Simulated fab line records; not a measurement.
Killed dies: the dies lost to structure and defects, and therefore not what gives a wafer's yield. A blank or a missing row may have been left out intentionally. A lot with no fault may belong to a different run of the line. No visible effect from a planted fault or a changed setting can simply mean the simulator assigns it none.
Split-lot experiment | flow n5 finfet | 39 wafers read from 7 lots, route of 1938 steps

THE SPLIT
At N5_SD_EPI_N_SD_RECESS_17 (chemistry HBr/Cl2/O2, target depth 41 nm, time 23.7 s, bt time 3 s), the setting time s was moved away from the recipe's 23.7 s on 15 of the 39 wafers read, by +4.9% to +8.3%. All remaining wafers had this setting at the recipe value.

FROM THE SPLIT TO THE READING: what the file shows between them, 2 steps
- N5_SD_EPI_N_STRIP_38: strips in N2/H2
- N5_SD_EPI_N_WET_ETCH_43: etches SiO2 in dHF, time 14 s, target depth 1.5 nm

THE READING
Si_of_WELL_APT_EPI_41.thk nm (the simulator's own value, which no gauge read), in nm, at N5_SD_EPI_N_STRIP_18 (strips in SPM, time 750 s). No usual value for it is given in the file. Here, 24 wafers ran the recipe; their average is 7.9 nm with a standard deviation of 0.94 nm.

wafer  | tool, chamber at the split | time s as run, s | against the recipe | Si_of_WELL_APT_EPI_41.thk nm, nm | against lot-mates on the recipe
L078.1 | rie si-02, 3               | 23.7             | recipe             | 8                                | -
L078.2 | rie si-02, 2               | 25.43            | +7.3%              | 3.8                              | -3.7
L078.3 | rie si-02, 1               | 25.43            | +7.3%              | 5                                | -2.5
L078.4 | rie si-02, 3               | 25.43            | +7.3%              | 4.8                              | -2.7
L078.5 | rie si-02, 1               | 23.7             | recipe             | 7.6                              | -
L078.6 | rie si-02, 2               | 23.7             | recipe             | 6.8                              | -
L082.1 | rie si-02, 1               | 23.7             | recipe             | 8                                | -
L082.2 | rie si-02, 3               | 25.66            | +8.3%              | 4                                | -3.5
L082.3 | rie si-02, 2               | 25.66            | +8.3%              | 4                                | -3.5
L082.4 | rie si-02, 0               | 25.66            | +8.3%              | 3.8                              | -3.7
L082.5 | rie si-02, 1               | 23.7             | recipe             | 7.6                              | -
L082.6 | rie si-02, 0               | 23.7             | recipe             | 7                                | -
L087.2 | rie si-03, 2               | 23.7             | recipe             | 9.8                              | -
L087.3 | rie si-03, 0               | 23.7             | recipe             | 9.6                              | -
L087.6 | rie si-03, 3               | 23.7             | recipe             | 8.6                              | -
L090.1 | rie si-06, 3               | 23.7             | recipe             | 9                                | -
L090.2 | rie si-06, 1               | 25.37            | +7.0%              | 6.2                              | -2.3
L090.3 | rie si-06, 0               | 25.37            | +7.0%              | 5.8                              | -2.7
L090.4 | rie si-06, 2               | 23.7             | recipe             | 8.2                              | -
L090.5 | rie si-06, 1               | 23.7             | recipe             | 8.4                              | -
L090.6 | rie si-06, 2               | 25.37            | +7.0%              | 4.6                              | -3.9
L092.1 | rie si-03, 2               | 23.7             | recipe             | 8.8                              | -
L092.3 | rie si-03, 0               | 23.7             | recipe             | 8.8                              | -
L092.2 | rie si-03, 3               | 25.13            | +6.0%              | 5.4                              | -3.5
L092.4 | rie si-03, 1               | 23.7             | recipe             | 9                                | -
L092.5 | rie si-03, 1               | 25.13            | +6.0%              | 5.8                              | -3.1
L092.6 | rie si-03, 2               | 25.13            | +6.0%              | 5.8                              | -3.1
L094.1 | rie si-02, 3               | 23.7             | recipe             | 7.4                              | -
L094.2 | rie si-02, 0               | 23.7             | recipe             | 6.2                              | -
L094.3 | rie si-02, 1               | 23.7             | recipe             | 7                                | -
L094.6 | rie si-02, 1               | 23.7             | recipe             | 7                                | -
L094.4 | rie si-02, 2               | 23.7             | recipe             | 7.2                              | -
L094.5 | rie si-02, 0               | 23.7             | recipe             | 6.4                              | -
L097.1 | rie si-06, 1               | 23.7             | recipe             | 8.2                              | -
L097.3 | rie si-06, 0               | 23.7             | recipe             | 8.2                              | -
L097.2 | rie si-06, 3               | 24.87            | +4.9%              | 5.6                              | -2.4
L097.4 | rie si-06, 2               | 23.7             | recipe             | 7.6                              | -
L097.5 | rie si-06, 2               | 24.87            | +4.9%              | 5.2                              | -2.8
L097.6 | rie si-06, 3               | 24.87            | +4.9%              | 6.4                              | -1.6

FIT RESULTS
A straight line over all 39 wafers: Si_of_WELL_APT_EPI_41.thk nm changes by -0.43 nm for each +1% of time s; r = -0.87; the points scatter about the line by 0.85 nm.
The same after taking each lot's own level away (the mean of its wafers on the recipe; 39 wafers): -0.441 nm for each +1%; r = -0.96; scatter 0.47 nm.
That fit puts the effect of the largest move of time s on the reading at 3.6 nm.
Across the lots, their own levels run from 6.87 to 9.33 nm, a range of 2.6 times the standard deviation given above.
The two slopes agree, so the slope changes little with the lot-to-lot level.
Check: -3.67 nm against its lot-mates is what the line predicts for one of the wafers moved furthest among these (+8.3%) when that wafer is left out of the fit. It came out at -3.53 nm against them.

OTHER SPLITS ON THESE WAFERS
Before the reading, these wafers also passed through other splits. Each is held against what the fit with the lots' levels taken away leaves over:
other split on the same wafers        | wafers away from the commonest value | r with Si_of_WELL_APT_EPI_41.thk nm (lot level and that fit taken away)
N5_FIN_SAQP_SPACER1_ALD_24 ald cycles | 15                                   | -0.13
N5_DUMMY_GATE_ETCH_37 source w        | 9                                    | -0.01
N5_DUMMY_GATE_ETCH_32 time s          | 15                                   | +0.09

THE WHOLE CHAIN: every reading that the file lists as answering this split, in the file's order
step                     | what it does                                                       | reading                                                                       | change (the file's fit)               | r (the file's)
N5_SD_EPI_N_SD_RECESS_17 | chemistry HBr/Cl2/O2, target depth 41 nm, time 23.7 s, bt time 3 s | etch.depth nm (the simulator's own value, which no gauge read)                | +0.431 nm for each +1% of the setting | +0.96
N5_SD_EPI_N_SD_RECESS_17 | chemistry HBr/Cl2/O2, target depth 41 nm, time 23.7 s, bt time 3 s | SD_EPI_N.feature depth nm (the simulator's own value, which no gauge read)    | +0.431 nm for each +1% of the setting | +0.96
N5_SD_EPI_N_SD_RECESS_17 | chemistry HBr/Cl2/O2, target depth 41 nm, time 23.7 s, bt time 3 s | Si_of_WELL_APT_EPI_41.thk nm (the simulator's own value, which no gauge read) | -0.446 nm for each +1% of the setting | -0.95
N5_SD_EPI_N_STRIP_18     | strips in SPM, time 750 s                                          | Si_of_WELL_APT_EPI_41.thk nm (the simulator's own value, which no gauge read) | -0.443 nm for each +1% of the setting | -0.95

FILE'S OWN FIT
Si_of_WELL_APT_EPI_41.thk nm changes by -0.443 nm for each +1% of time s, r = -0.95.
